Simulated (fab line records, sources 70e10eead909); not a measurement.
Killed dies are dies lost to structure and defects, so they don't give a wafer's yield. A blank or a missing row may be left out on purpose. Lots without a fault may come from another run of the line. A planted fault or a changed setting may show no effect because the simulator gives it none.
fab line records | flow nand_harc
record lots=5 wafers=15 last_day=31
route steps=1302 shown P_M0@278 P_M1@285
lots that met no fault: from a run of the same line without faults
start_h: hours from the record's first day to the start of the lot's first wafer shown | wait_h: hours since the lot's step before | " the same as in the row above | L1.1+2: a row that stands for several wafers | - no value, or no start given | * or withheld: withheld | < > ~ a bound
route shown NAME@n: a module of which the file shows steps, and the number in the route of the first | usual: mean/standard deviation of fault-free wafers | same: alike in all rows | chamber/n: place in a boat | sites: the reading at each site | _std_site: their standard deviation | _edge_site: outer sites' mean less inner sites' | radius_mm: how far each site lies from the wafer's centre | mask NAME#n: copy n | behind: the tool/chamber that last shaped the wafer | hold: why the lot was held/for how many hours/how that ended | device: the transistor (n, p or np) that didn't switch | end of line: the same wafers' tests at the end of the route | a step without rows: its recipe alone | killed: dies lost to structure and defects at the first sort, not the wafer's yield | map: a wafer's dies, x killed, . not, _ none there
set.NAME: the setting as run; set.NAME@STEP: as run at that earlier step | model.NAME: the simulator's own value behind a step, which no gauge read
lots at some steps of the route; a table a step, a row a wafer
services: from which hour (start_h, from the record's first day; less than 0 if before it) a tool's chamber was out of use, for how many hours, and why
## steps
# step NHARC_P_M0_CMP_23
# recipe t_overpolish_s=20 target_thk_nm=117.54
# usual motor_current_A=11.8/1.1 slurry_filter_dp_kPa=13.52/0.15 time_to_endpoint_s=28.9/2.6
# columns lot.wafer tool chamber start_h wait_h motor_current_A slurry_filter_dp_kPa time_to_endpoint_s
L074.4 cmp-01 1 127.25 - 12.3 13.66 27.2
L074.2 " 0 " " 13.4 13.52 31.6
L074.5 " 1 " " 12.8 13.42 26.5
L079.2 cmp-04 2 173.34 - 11.1 13.56 26.7
L079.4 " 3 " " 13.1 13.64 27.3
L079.5 " 2 " " 10.8 13.51 26.5
L085.4 cmp-03 1 237.03 - 10.9 13.49 31.2
L085.6 " 1 " " 10.7 13.38 30.4
L085.5 " 2 " " 12.5 13.52 29.1
L086.1 cmp-04 2 239.25 - 10.8 13.41 30.1
L086.4 " 3 " " 12.8 13.50 27.1
L086.5 " 1 " " 12.0 13.76 30.8
L091.1 cmp-04 3 289.39 - 13.0 13.40 26.4
L091.4 " 1 " " 11.8 13.52 31.2
L091.5 " 3 " " 13.0 13.67 24.3
# step NHARC_P_M0_THK_MEAS_24
# recipe thk_meas_gauge=xrf
# usual thk_nm=117.7/1.6
# columns lot.wafer tool chamber start_h wait_h thk_nm
L074.2 film_metro-01 - 127.57 - 116.4
L074.4 " - " " 117.4
L074.5 " - " " 119.5
L079.2 film_metro-02 - 173.62 - 117.5
L079.4 " - " " 116.0
L079.5 " - " " 117.4
L085.4 film_metro-02 - 237.35 - 117.5
L085.5 " - " " 116.1
L085.6 " - " " 118.9
L086.1 film_metro-02 - 239.54 - 119.1
L086.4 " - " " 116.0
L086.5 " - " " 120.1
L091.1 film_metro-01 - 289.68 - 116.4
L091.4 " - " " 118.3
L091.5 " - " " 114.2
# step NHARC_P_M0_SRD_25
# columns lot.wafer tool chamber start_h wait_h
L074.2+4+5 wet_bench-10 7,1,4 127.61 0.0
L079.4+5+2 wet_bench-08 1,3,5 173.67 0.0
L085.4+5+6 wet_bench-10 4,5,0 237.39 0.0
L086.1+4+5 wet_bench-08 6,7,0 239.59 0.1
L091.4+1+5 wet_bench-08 6,0,1 289.72 0.0
# step NHARC_P_M0_INSPECT_27
# usual raw_defect_count=308/120
# columns lot.wafer tool chamber start_h wait_h raw_defect_count
L074.2 defect_inspect-02 - 127.72 0.0 706
L074.4 " - " " 430
L074.5 " - " " 516
L079.2 defect_inspect-02 - 173.78 0.0 367
L079.4 " - " " 200
L079.5 " - " " 309
L085.4 defect_inspect-01 - 237.51 0.0 524
L085.5 " - " " 401
L085.6 " - " " 235
L086.1 defect_inspect-02 - 239.69 0.0 276
L086.4 " - " " 178
L086.5 " - " " 127
L091.1 defect_inspect-01 - 289.83 0.0 209
L091.4 " - " " 600
L091.5 " - " " 268
# step NHARC_P_M0_PRE_CLEAN_31
# recipe time_s=12 temp_c=370 rf_power_w=300 gas=NH3
# usual heater_power_w=613/73 rf_fwd_power_W=292.5/0.86
# columns lot.wafer tool chamber start_h wait_h heater_power_w rf_fwd_power_W
L074.2 pecvd-01 0 127.80 0.1 600 290.7
L074.5 " 2 " " 717 293.2
L074.4 " 0 " " 596 293.7
L079.2 pecvd-01 1 173.87 0.1 596 293.5
L079.4 " 2 " " 578 293.7
L079.5 " 0 " " 650 291.6
L085.5 pecvd-01 2 237.61 0.1 641 291.7
L085.6 " 0 " " 654 293.0
L085.4 " 1 " " 626 292.6
L086.1 pecvd-04 0 239.76 0.1 737 291.0
L086.5 " 1 " " 775 293.5
L086.4 " 2 " " 689 291.7
L091.1 pecvd-04 0 289.90 0.1 636 291.4
L091.4 " 0 " " 655 292.0
L091.5 " 2 " " 607 291.4
# step NHARC_P_M0_DEP_32
# recipe target_thk_a=300 temp_c=370 target_thk_nm=30 pressure_torr=3 flow_sccm=200 rf_w=450 material=SiCN
# usual heater_power_w=556/83 rf_fwd_power_W=449.2/1.1
# columns lot.wafer tool chamber start_h wait_h heater_power_w rf_fwd_power_W
L074.2 pecvd-01 0 127.91 0.1 635 449.2
L074.5 " 2 " " 584 448.9
L074.4 " 0 " " 623 449.5
L079.2 pecvd-01 1 174.01 0.1 510 450.3
L079.4 " 2 " " 593 449.5
L079.5 " 0 " " 590 448.5
L085.5 pecvd-01 2 237.78 0.2 604 449.1
L085.6 " 0 " " 539 448.7
L085.4 " 1 " " 453 448.8
L086.1 pecvd-04 0 239.84 0.1 671 448.4
L086.5 " 1 " " 721 448.7
L086.4 " 2 " " 634 449.2
L091.1 pecvd-04 0 289.98 0.1 650 449.1
L091.4 " 0 " " 633 449.9
L091.5 " 2 " " 613 450.0
# step NHARC_P_M1_DEP_00
# recipe target_thk_a=1825 target_thk_nm=182.5 temp_c=withheld pressure_torr=5 flow_sccm=200 rf_w=600 material=SiOC
# usual rf_fwd_power_W=599.2/1.7
# columns lot.wafer tool chamber start_h wait_h rf_fwd_power_W
L074.2 pecvd-02 2 128.37 - 598.2
L074.5 " 0 " " 598.4
L074.4 " 1 " " 599.1
L079.2 pecvd-02 0 174.43 - 599.3
L079.5 " 2 " " 600.5
L079.4 " 0 " " 599.7
L085.4 pecvd-01 2 - - 596.0
L085.6 " 0 " " 598.2
L085.5 " 1 " " 596.3
L086.1 pecvd-04 1 - - 599.2
L086.5 " 2 " " 597.4
L086.4 " 1 " " 598.1
L091.1 pecvd-02 1 290.40 - 599.1
L091.5 " 2 " " 599.4
L091.4 " 0 " " 598.1
# step NHARC_P_M1_DEHYDRATE_01
# recipe temp_c=150 time_s=120
# usual chill_plate_temp_C=23.02/0.098 resist_line_temp_C=23.01/0.11
# columns lot.wafer tool chamber start_h wait_h chill_plate_temp_C resist_line_temp_C
L074.2 litho_track-01 0 128.68 - 22.93 22.94
L074.4 " 0 " " 23.01 23.04
L074.5 " 0 " " 22.91 23.09
L079.2 litho_track-06 0 174.75 - 22.88 23.16
L079.4 " 0 " " 23.01 22.92
L079.5 " 0 " " 22.98 23.02
L085.4 litho_track-06 0 238.62 - 22.91 23.14
L085.5 " 0 " " 23.01 23.04
L085.6 " 0 " " 22.94 23.02
L086.1 litho_track-01 0 240.63 - 22.94 23.01
L086.4 " 0 " " 23.08 22.97
L086.5 " 0 " " 23.13 22.99
L091.1 litho_track-06 0 290.80 - 22.92 23.05
L091.4 " 0 " " 23.11 22.95
L091.5 " 0 " " 23.14 23.00
# step NHARC_P_M1_HMDS_02
# recipe time_s=30
# usual chill_plate_temp_C=23.01/0.11 resist_line_temp_C=22.98/0.12
# columns lot.wafer tool chamber start_h wait_h chill_plate_temp_C resist_line_temp_C
L074.2 litho_track-01 0 - - 22.92 23.18
L074.4 " 0 " " 23.09 23.02
L074.5 " 0 " " 23.02 22.98
L079.2 litho_track-06 0 - - 22.97 22.98
L079.4 " 0 " " 22.93 22.98
L079.5 " 0 " " 22.90 23.04
L085.4 litho_track-06 0 - - 22.94 23.13
L085.5 " 0 " " 22.99 22.96
L085.6 " 0 " " 22.90 23.13
L086.1 litho_track-01 0 - - 23.18 22.92
L086.4 " 0 " " 23.02 23.11
L086.5 " 0 " " 23.15 22.96
L091.1 litho_track-06 0 - - 23.20 23.12
L091.4 " 0 " " 22.93 22.99
L091.5 " 0 " " 23.01 23.23
# step NHARC_P_M1_COAT_34
# recipe temp_c=200 time_s=65
# usual chill_plate_temp_C=23.02/0.086 resist_line_temp_C=22.97/0.1
# columns lot.wafer tool chamber start_h wait_h chill_plate_temp_C resist_line_temp_C
L074.2 litho_track-01 0 - - 23.12 23.01
L074.4 " 0 " " 23.16 22.91
L074.5 " 0 " " 23.13 22.97
L079.2 litho_track-06 0 - - 23.05 23.00
L079.4 " 0 " " 22.93 23.02
L079.5 " 0 " " 23.08 22.93
L085.4 litho_track-06 0 - - 23.12 23.13
L085.5 " 0 " " 23.02 23.03
L085.6 " 0 " " 23.02 23.15
L086.1 litho_track-01 0 - - 22.91 22.89
L086.4 " 0 " " 22.98 23.01
L086.5 " 0 " " 23.03 22.99
L091.1 litho_track-06 0 - - 23.12 23.02
L091.4 " 0 " " 23.09 22.89
L091.5 " 0 " " 23.11 22.81
# step NHARC_P_M1_COAT_03
# recipe spin_rpm=1500 resist_thk_nm=90
# usual chill_plate_temp_C=22.98/0.094 resist_line_temp_C=23.01/0.11
# columns lot.wafer tool chamber start_h wait_h chill_plate_temp_C resist_line_temp_C
L074.2 litho_track-01 0 - - 23.03 23.06
L074.4 " 0 " " 22.99 23.03
L074.5 " 0 " " 23.09 23.04
L079.2 litho_track-06 0 - - 22.81 23.04
L079.4 " 0 " " 22.81 23.00
L079.5 " 0 " " 23.02 23.10
L085.4 litho_track-06 0 - - 23.00 22.80
L085.5 " 0 " " 22.97 23.07
L085.6 " 0 " " 22.85 23.04
L086.1 litho_track-01 0 - - 23.04 22.97
L086.4 " 0 " " 23.05 23.03
L086.5 " 0 " " 23.10 22.92
L091.1 litho_track-06 0 - - 22.94 23.07
L091.4 " 0 " " 22.95 22.99
L091.5 " 0 " " 22.91 23.00
# step NHARC_P_M1_SOFTBAKE_04
# recipe temp_c=105 time_s=55
# usual chill_plate_temp_C=23.01/0.097 resist_line_temp_C=22.99/0.12
# columns lot.wafer tool chamber start_h wait_h chill_plate_temp_C resist_line_temp_C
L074.2 litho_track-01 0 - - 23.12 23.08
L074.4 " 0 " " 22.90 23.09
L074.5 " 0 " " 23.08 23.13
L079.2 litho_track-06 0 - - 23.03 22.73
L079.4 " 0 " " 23.06 22.96
L079.5 " 0 " " 22.96 22.81
L085.4 litho_track-06 0 - - 23.08 22.95
L085.5 " 0 " " 23.17 23.03
L085.6 " 0 " " 23.05 22.86
L086.1 litho_track-01 0 - - 22.96 23.19
L086.4 " 0 " " 23.04 23.03
L086.5 " 0 " " 22.97 22.97
L091.1 litho_track-06 0 - - 22.93 23.04
L091.4 " 0 " " 22.84 22.90
L091.5 " 0 " " 22.97 23.02
# step NHARC_P_M1_EBR_05
# usual chill_plate_temp_C=23.00/0.11 resist_line_temp_C=23.00/0.1
# columns lot.wafer tool chamber start_h wait_h chill_plate_temp_C resist_line_temp_C
L074.2 litho_track-01 0 - - 22.96 23.00
L074.4 " 0 " " 22.78 22.87
L074.5 " 0 " " 23.01 22.93
L079.2 litho_track-06 0 - - 23.21 23.10
L079.4 " 0 " " 23.14 22.98
L079.5 " 0 " " 23.03 23.04
L085.4 litho_track-06 0 - - 23.20 23.12
L085.5 " 0 " " 23.04 22.99
L085.6 " 0 " " 23.00 23.05
L086.1 litho_track-01 0 - - 22.89 22.87
L086.4 " 0 " " 23.00 22.99
L086.5 " 0 " " 23.04 22.89
L091.1 litho_track-06 0 - - 23.13 23.02
L091.4 " 0 " " 23.01 23.00
L091.5 " 0 " " 23.02 22.93
# step NHARC_P_M1_EXPOSE_06
# recipe na=1.35 target_cd_nm=130 dose_mj=81.88 mask_id=P_M1
# columns lot.wafer tool chamber start_h wait_h mask
L074.2+4+5 arfi_scanner-02 0 128.98 - P_M1#0
L079.2+4+5 arfi_scanner-01 0 175.04 - P_M1#0
L085.4+5+6 arfi_scanner-03 0 238.92 - P_M1#0
L086.1+4+5 arfi_scanner-01 0 240.94 - P_M1#0
L091.1+4+5 arfi_scanner-03 0 290.96 - P_M1#0
# step NHARC_P_M1_PEB_07
# recipe peb_temp_c=100 peb_time_s=65
# usual chill_plate_temp_C=23.01/0.1 resist_line_temp_C=22.97/0.097
# columns lot.wafer tool chamber start_h wait_h chill_plate_temp_C resist_line_temp_C
L074.2 litho_track-04 0 129.04 0.1 23.03 23.13
L074.4 " 0 " " 23.03 23.09
L074.5 " 0 " " 23.08 22.96
L079.2 litho_track-04 0 175.09 0.1 22.87 22.96
L079.4 " 0 " " 22.86 23.08
L079.5 " 0 " " 22.77 22.97
L085.4 litho_track-01 0 238.97 0.0 22.97 23.01
L085.5 " 0 " " 22.96 23.07
L085.6 " 0 " " 22.92 22.95
L086.1 litho_track-04 0 241.00 0.1 22.88 22.99
L086.4 " 0 " " 22.88 22.86
L086.5 " 0 " " 22.93 22.83
L091.1 litho_track-04 0 291.02 0.1 22.97 23.00
L091.4 " 0 " " 22.96 22.81
L091.5 " 0 " " 23.00 22.77
# step NHARC_P_M1_DEVELOP_08
# recipe develop_time_s=35 dev_temp_c=23
# usual chill_plate_temp_C=23.00/0.095 resist_line_temp_C=23.03/0.097
# columns lot.wafer tool chamber start_h wait_h chill_plate_temp_C resist_line_temp_C
L074.2 litho_track-04 0 - - 22.80 23.14
L074.4 " 0 " " 22.84 23.11
L074.5 " 0 " " 23.09 23.09
L079.2 litho_track-04 0 - - 22.97 23.10
L079.4 " 0 " " 23.09 23.06
L079.5 " 0 " " 23.09 23.09
L085.4 litho_track-01 0 - - 22.97 22.96
L085.5 " 0 " " 23.04 23.01
L085.6 " 0 " " 23.04 23.18
L086.1 litho_track-04 0 - - 23.00 23.01
L086.4 " 0 " " 22.95 23.03
L086.5 " 0 " " 23.02 23.20
L091.1 litho_track-04 0 - - 22.72 22.89
L091.4 " 0 " " 22.92 22.98
L091.5 " 0 " " 22.79 23.00
# step NHARC_P_M1_CD_MEAS_09
# recipe target_cd_nm=130 landing_energy_ev=500
# usual cd_nm=130.3/0.61
# same landing_energy_ev=500
# columns lot.wafer tool chamber start_h wait_h cd_nm
L074.2 cd_sem-01 0 129.13 - 130.5
L074.4 " 0 " " 130.7
L074.5 " 0 " " 130.1
L079.2 cd_sem-02 0 175.18 - 128.9
L079.4 " 0 " " 129.9
L079.5 " 0 " " 129.6
L085.4 cd_sem-01 0 239.06 - 130.3
L085.5 " 0 " " 130.5
L085.6 " 0 " " 131.0
L086.1 cd_sem-01 0 241.08 - 130.2
L086.4 " 0 " " 130.5
L086.5 " 0 " " 130.3
L091.1 cd_sem-02 0 291.10 - 130.1
L091.4 " 0 " " 129.6
L091.5 " 0 " " 130.0
# step NHARC_P_M1_OVL_MEAS_10
# recipe pitch_nm=260
# usual overlay_x_nm=0.1/0.77 overlay_y_nm=-0.1/0.74
# columns lot.wafer tool chamber start_h wait_h overlay_x_nm overlay_y_nm
L074.2 overlay-01 - 129.22 - 0.5 -0.2
L074.4 " - " " 0.1 -0.4
L074.5 " - " " 0.2 -0.9
L079.2 overlay-01 - 175.26 - 1.0 -0.3
L079.4 " - " " 1.3 -0.2
L079.5 " - " " 0.7 0.1
L085.4 overlay-02 - 239.14 - -0.4 0.0
L085.5 " - " " 0.1 0.1
L085.6 " - " " -0.4 0.6
L086.1 overlay-02 - 241.16 - 2.2 -0.3
L086.4 " - " " 1.0 0.2
L086.5 " - " " 1.3 0.2
L091.1 overlay-02 - 291.19 - 0.6 -1.0
L091.4 " - " " -0.1 -0.9
L091.5 " - " " 0.0 0.0
# step NHARC_P_M1_INSPECT_11
# usual raw_defect_count=4.8/2.8
# columns lot.wafer tool chamber start_h wait_h raw_defect_count
L074.2 defect_inspect-01 - 129.26 0.0 4
L074.4 " - " " 1
L074.5 " - " " 3
L079.2 defect_inspect-02 - 175.30 0.0 5
L079.4 " - " " 3
L079.5 " - " " 5
L085.4 defect_inspect-02 - 239.18 0.0 5
L085.5 " - " " 3
L085.6 " - " " 3
L086.1 defect_inspect-02 - 241.20 0.0 4
L086.4 " - " " 4
L086.5 " - " " 2
L091.1 defect_inspect-02 - 291.23 0.0 6
L091.4 " - " " 3
L091.5 " - " " 4
# step NHARC_P_M1_DESCUM_14
# recipe time_s=3 o2_flow_sccm=200 ar_flow_sccm=0 bias_power_w=0 chemistry=O2
# usual drypump_motor_current_A=5.7/0.4 mfc_ar_sccm=0.011/0.014 oes_product_au=1.003/0.012 rf_vpp_V=57.7/0.95 showerhead_plenum_p_Torr=1.90/0.1 throttle_valve_pct=11.311/0.0094
# columns lot.wafer tool chamber start_h wait_h drypump_motor_current_A mfc_ar_sccm oes_product_au rf_hours_counter_h rf_vpp_V showerhead_plenum_p_Torr throttle_valve_pct
L074.4 rie_diel-11 0 129.33 0.1 5.7 0 1.010 2 59.1 1.92 11.306
L074.2 " 2 " " 5.4 0.009 1.023 3 58.3 1.94 11.321
L074.5 " 3 " " 5.8 0.040 0.990 - 57.8 2.05 11.304
L079.4 rie_diel-04 3 175.36 0.1 5.5 0.029 1.003 11 58.8 1.92 11.318
L079.2 " 1 " " 6.6 0 1.005 11 58.0 1.78 11.307
L079.5 " 0 " " 5.3 0.012 1.004 - 57.0 1.78 11.304
L085.4 rie_diel-04 1 239.26 0.1 6.6 0 1.043 2 56.9 1.78 11.317
L085.6 " 0 " " 5.3 0.012 1.008 - 55.2 1.78 11.320
L085.5 " 1 " " 6.5 0 1.032 - 58.5 1.78 11.295
L086.1 rie_diel-04 3 241.27 0.1 5.5 0.029 1.004 2 57.7 1.92 11.324
L086.4 " 1 " " 6.6 0 1.026 2 57.7 1.78 11.324
L086.5 " 2 " " 5.8 0 0.989 - 56.6 1.80 11.312
L091.4 rie_diel-04 2 291.31 0.1 5.8 0 0.985 5 56.5 1.80 11.318
L091.1 " 3 " " 5.5 0.029 0.988 5 58.2 1.92 11.305
L091.5 " 1 " " 6.5 0 1.015 - 57.2 1.78 11.325
# step NHARC_P_M1_ETCH_35
# recipe target_depth_a=400 overetch_a=120 time_s=43.94 ion_energy_ev=200 n2_flow_sccm=150 h2_flow_sccm=150 ar_flow_sccm=0 rf_w=400 bias_w=150 chemistry=N2/H2
# usual drypump_motor_current_A=5.7/0.39 h2_flow_sccm=150.0/0.5 mfc_ar_sccm=0.010/0.013 oes_product_au=1.001/0.011 rf_fwd_power_W=395.0/1.8 rf_vpp_V=430/3.3 showerhead_plenum_p_Torr=2.02/0.11 throttle_valve_pct=14.172/0.0085
# columns lot.wafer tool chamber start_h wait_h drypump_motor_current_A h2_flow_sccm mfc_ar_sccm oes_product_au rf_fwd_power_W rf_hours_counter_h rf_vpp_V showerhead_plenum_p_Torr throttle_valve_pct
L074.4 rie_diel-11 1 129.41 0.1 5.6 149.2 0 1.010 392.0 3 436 2.20 14.170
L074.2 " 3 " " 5.8 150.6 0.040 0.995 393.8 2 433 2.19 14.147
L074.5 " 2 " " 5.4 150.4 0.009 1.009 397.5 - 432 2.07 14.171
L079.4 rie_diel-04 3 175.46 0.1 5.5 149.6 0.029 1.003 395.7 11 430 2.04 14.169
L079.2 " 0 " " 5.4 150.4 0.012 1.000 395.7 11 427 1.89 14.165
L079.5 " 1 " " 6.6 150.6 0 1.009 393.6 - 426 1.89 14.167
L085.4 rie_diel-04 0 239.35 0.1 5.4 149.9 0.012 0.993 396.4 3 426 1.89 14.178
L085.6 " 2 " " 5.7 150.6 0 0.996 394.7 - 427 1.92 14.170
L085.5 " 3 " " 5.5 149.5 0.029 0.997 395.9 - 430 2.04 14.178
L086.1 rie_diel-04 1 241.35 0.1 6.5 149.6 0 1.031 393.6 2 427 1.89 14.173
L086.4 " 2 " " 5.8 151.7 0 0.994 395.8 3 427 1.92 14.166
L086.5 " 2 " " 5.8 150.0 0 1.000 393.2 - 427 1.92 14.171
L091.1 rie_diel-04 0 291.39 0.1 5.4 149.3 0.012 0.995 395.8 5 427 1.89 14.158
L091.4 " 1 " " 6.6 151.5 0 1.029 396.6 5 427 1.89 14.172
L091.5 " 2 " " 5.8 150.3 0 1.003 393.9 - 428 1.92 14.176
# step NHARC_P_M1_ETCH_15
# recipe target_depth_a=1825 time_s=91.2 c4f8_flow_sccm=withheld ar_flow_sccm=400 rf_w=600 bias_w=300 chemistry=C4F8/Ar
# usual oes_product_au=0.957/0.023 rf_fwd_power_W=595.7/2.1 rf_vpp_V=440/3.4
# columns lot.wafer tool chamber start_h wait_h oes_product_au rf_fwd_power_W rf_hours_counter_h rf_vpp_V
L074.2 rie_diel-11 1 - - 0.979 595.5 3 443
L074.4 " 0 " " 0.967 592.7 2 441
L074.5 " 2 " " 0.995 599.8 - 442
L079.2 rie_diel-04 3 - - 0.958 597.0 11 440
L079.4 " 0 " " 0.962 599.3 11 437
L079.5 " 1 " " 0.975 595.1 - 437
L085.4 rie_diel-04 1 - - 0.950 591.7 2 436
L085.6 " 0 " " 0.944 591.8 - 437
L085.5 " 1 " " 0.963 595.6 - 436
L086.1 rie_diel-04 1 - - 0.992 597.9 2 436
L086.4 " 3 " " 0.960 595.2 2 439
L086.5 " 1 " " 0.987 595.7 - 436
L091.4 rie_diel-04 3 - - 0.970 595.8 5 440
L091.1 " 1 " " 0.973 596.6 5 436
L091.5 " 3 " " 0.962 595.3 - 441
# step NHARC_P_M1_CD_MEAS_16
# usual cd_nm=130.3/0.72
# columns lot.wafer tool chamber start_h wait_h cd_nm
L074.2 cd_sem-03 - 129.64 - 130.6
L074.4 " - " " 130.5
L074.5 " - " " 130.7
L079.2 cd_sem-02 - 175.67 - 128.8
L079.4 " - " " 129.6
L079.5 " - " " 128.8
L085.4 cd_sem-03 - 239.57 - 130.6
L085.5 " - " " 131.0
L085.6 " - " " 131.3
L086.1 cd_sem-01 - 241.56 - 129.8
L086.4 " - " " 130.7
L086.5 " - " " 129.4
L091.1 cd_sem-01 - 291.59 - 129.1
L091.4 " - " " 129.3
L091.5 " - " " 130.1
# step NHARC_P_M1_STRIP_18
# recipe power_w=1000 n2_flow_sccm=150 h2_flow_sccm=150 ar_flow_sccm=0 bias_w=0 chemistry=N2/H2
# usual drypump_motor_current_A=5.7/0.45 h2_flow_sccm=150.1/0.44 mfc_ar_sccm=0.008/0.013 oes_product_au=1.003/0.011 power_w=999.9/2.9 rf_fwd_power_W=997/3.3 rf_vpp_V=90.7/1.1 showerhead_plenum_p_Torr=2.05/0.11 throttle_valve_pct=14.172/0.0096
# columns lot.wafer tool chamber start_h wait_h drypump_motor_current_A h2_flow_sccm mfc_ar_sccm oes_product_au power_w rf_fwd_power_W rf_hours_counter_h rf_vpp_V showerhead_plenum_p_Torr throttle_valve_pct
L074.4 rie_diel-09 1 129.76 0.1 5.5 150.3 0 1.007 1000.4 996 52 89.8 2.10 14.180
L074.2 " 2 " " 6.4 150.1 0 1.006 996.6 996 49 89.5 2.16 14.172
L074.5 " 0 " " 6.2 149.6 0.019 1.015 999.5 1002 - 88.3 1.88 14.170
L079.2 rie_diel-09 0 175.76 0.1 6.2 149.3 0.019 1.007 1003.5 995 11 90.7 2.21 14.187
L079.4 " 1 " " 5.5 149.6 0 1.023 996.0 992 9 90.7 2.09 14.169
L079.5 " 0 " " 6.2 150.1 0.019 1.014 1000.9 997 - 92.9 2.21 14.169
L085.4 rie_diel-04 2 239.66 0.1 5.8 151.0 0 0.986 1002.5 1001 3 90.8 1.92 14.173
L085.5 " 1 " " 6.6 149.9 0 1.015 994.2 994 - 89.8 1.89 14.168
L085.6 " 2 " " 5.8 150.6 0 0.999 996.0 994 - 91.1 1.92 14.179
L086.1 rie_diel-11 0 241.71 0.1 5.7 150.1 0 1.001 998.8 996 13 92.4 2.05 14.168
L086.4 " 1 " " 5.6 150.5 0 1.001 999.9 1004 - 91.8 2.19 14.166
L086.5 " 2 " " 5.3 149.9 0.009 1.017 1000.9 1001 - 90.6 2.07 14.174
L091.4 rie_diel-11 0 291.67 0.1 5.7 150.4 0 0.983 996.9 1000 2 89.0 2.05 14.147
L091.1 " 3 " " 5.8 150.1 0.040 0.993 998.3 1000 2 91.4 2.19 14.169
L091.5 " 1 " " 5.6 150.4 0 0.994 993.2 999 - 92.0 2.19 14.161
# step NHARC_P_M1_ETCH_28
# recipe target_depth_a=300 over_etch_frac=0.3 time_s=72.99 ion_energy_ev=150 cf4_flow_sccm=50 n2_flow_sccm=100 ar_flow_sccm=150 rf_w=300 bias_w=100 chemistry=CF4/N2
# usual drypump_motor_current_A=5.7/0.41 mfc_ar_sccm=150.0/0.45 oes_product_au=1.000/0.011 rf_fwd_power_W=297.4/1.2 rf_vpp_V=314.6/2.4 showerhead_plenum_p_Torr=2.65/0.13 throttle_valve_pct=19.794/0.0096
# columns lot.wafer tool chamber start_h wait_h drypump_motor_current_A mfc_ar_sccm oes_product_au rf_fwd_power_W rf_hours_counter_h rf_vpp_V showerhead_plenum_p_Torr throttle_valve_pct
L074.2 rie_diel-09 1 - - 5.5 149.7 0.993 297.0 52 316.1 2.69 19.770
L074.4 " 3 " " 5.0 149.8 0.983 299.5 47 313.0 2.56 19.780
L074.5 " 0 " " 6.2 150.0 0.997 300.0 - 310.9 2.43 19.793
L079.2 rie_diel-09 0 - - 6.2 149.7 1.007 296.7 11 318.6 2.83 19.804
L079.4 " 1 " " 5.5 149.2 1.017 296.2 9 314.8 2.69 19.794
L079.5 " 1 " " 5.5 148.6 1.010 296.3 - 316.1 2.69 19.802
L085.4 rie_diel-04 2 - - 5.8 149.6 0.988 295.7 3 312.0 2.48 19.793
L085.6 " 3 " " 5.5 150.1 1.000 296.2 - 314.2 2.63 19.787
L085.5 " 0 " " 5.3 149.4 0.987 298.2 - 312.8 2.45 19.786
L086.1 rie_diel-11 2 - - 5.4 150.1 1.011 296.3 12 314.6 2.66 19.794
L086.5 " 2 " " 5.4 150.1 1.022 296.5 - 313.9 2.66 19.786
L086.4 " 1 " " 5.6 149.5 1.009 297.0 - 317.9 2.81 19.796
L091.1 rie_diel-11 2 - - 5.3 150.3 0.999 297.5 2 314.4 2.65 19.808
L091.4 " 0 " " 5.7 149.4 1.001 296.6 2 315.9 2.63 19.789
L091.5 " 3 " " 5.8 149.7 0.999 298.8 - 315.1 2.80 19.798
# step NHARC_P_M1_STRIP_19
# recipe time_s=600 temp_c=30 chemistry=post_etch_residue_remover
# columns lot.wafer tool chamber start_h wait_h
L074.4+2+5 wet_bench-08 1,2,5 130.09 -
L079.4+2+5 wet_bench-10 6,0,1 176.12 -
L085.6+4+5 wet_bench-10 6,0,1 240.02 -
L086.4+1+5 wet_bench-08 7,0,1 242.09 -
L091.4+1+5 wet_bench-10 5,6,1 292.04 -
# step NHARC_P_M1_DEGAS_29
# recipe temp_c=250 time_s=60
# usual heater_power_w=319/24
# columns lot.wafer tool chamber start_h wait_h heater_power_w
L074.2 pvd_sputter-01 - 130.36 - 311
L074.4 " - " " 268
L074.5 " - " " 359
L079.2 pvd_sputter-02 - 176.38 - 340
L079.4 " - " " 336
L079.5 " - " " 331
L085.4 pvd_sputter-01 - 240.27 - 328
L085.6 " - " " 324
L085.5 " - " " 328
L086.4 pvd_sputter-03 - 242.34 - 286
L086.1 " - " " 347
L086.5 " - " " 287
L091.4 pvd_sputter-02 - 292.32 - 289
L091.1 " - " " 340
L091.5 " - " " 341
# step NHARC_P_M1_PRE_CLEAN_30
# recipe time_s=30 temp_c=280 gas=H2/He
# usual heater_power_w=391/30
# columns lot.wafer tool chamber start_h wait_h heater_power_w
L074.2 pvd_sputter-01 - - - 401
L074.4 " - " " 389
L074.5 " - " " 335
L079.4 pvd_sputter-02 - - - 426
L079.2 " - " " 362
L079.5 " - " " 420
L085.4 pvd_sputter-01 - - - 396
L085.6 " - " " 331
L085.5 " - " " 389
L086.4 pvd_sputter-03 - - - 374
L086.1 " - " " 352
L086.5 " - " " 418
L091.4 pvd_sputter-02 - - - 352
L091.1 " - " " 402
L091.5 " - " " 366
# step NHARC_P_M1_PVD_20
# recipe target_thk_a=50 bias_v=168.6 power_w=15000 chamber_pressure_pa=0.12 time_s=8.06 substrate_temp_c=50 material=TaN
# usual cathode_dc_power_W=15000/3.1 throttle_valve_pct=30.2/1.2
# columns lot.wafer tool chamber start_h wait_h cathode_dc_power_W throttle_valve_pct
L074.2 pvd_sputter-01 - - - 15000 30.2
L074.4 " - " " 14999 28.7
L074.5 " - " " 15001 30.7
L079.4 pvd_sputter-02 - - - 15004 32.0
L079.2 " - " " 14994 30.3
L079.5 " - " " 14999 30.1
L085.4 pvd_sputter-01 - - - 15003 28.4
L085.5 " - " " 15000 28.2
L085.6 " - " " 14999 30.9
L086.1 pvd_sputter-03 - - - 14999 29.6
L086.4 " - " " 14998 30.3
L086.5 " - " " 14995 30.0
L091.4 pvd_sputter-02 - - - 14997 29.9
L091.1 " - " " 14996 31.5
L091.5 " - " " 14999 31.9
## services
# columns tool chamber start_h hours kind
pvd_sputter-02 - 104.00 10.0 pm
wet_bench-08 - 118.40 8.0 pm
pecvd-01 - 130.85 13.0 pm
wet_bench-10 - 135.21 8.0 pm
pvd_sputter-02 - 138.97 1.7 repair
litho_track-01 - 155.00 7.0 pm
pvd_sputter-01 - 170.39 7.5 repair
rie_diel-04 - 178.05 9.0 pm
litho_track-06 - 179.00 7.0 pm
rie_diel-11 0 181.97 2.7 repair
pecvd-01 1 185.57 14.4 repair
wet_bench-10 - 190.20 4.5 repair
litho_track-04 - 203.00 7.0 pm
rie_diel-11 1 204.07 6.1 repair
rie_diel-04 3 215.27 6.1 repair
pecvd-04 - 217.67 0.6 repair
rie_diel-11 3 225.47 24.4 repair
pvd_sputter-01 - 226.02 10.0 pm
pvd_sputter-02 - 237.16 14.7 repair
rie_diel-04 1 248.09 6.2 repair
rie_diel-11 - 255.50 9.0 pm
pecvd-04 - 269.00 13.0 pm
pvd_sputter-02 - 282.00 10.0 pm
rie_diel-04 - 292.29 0.3 repair
## key
fault none
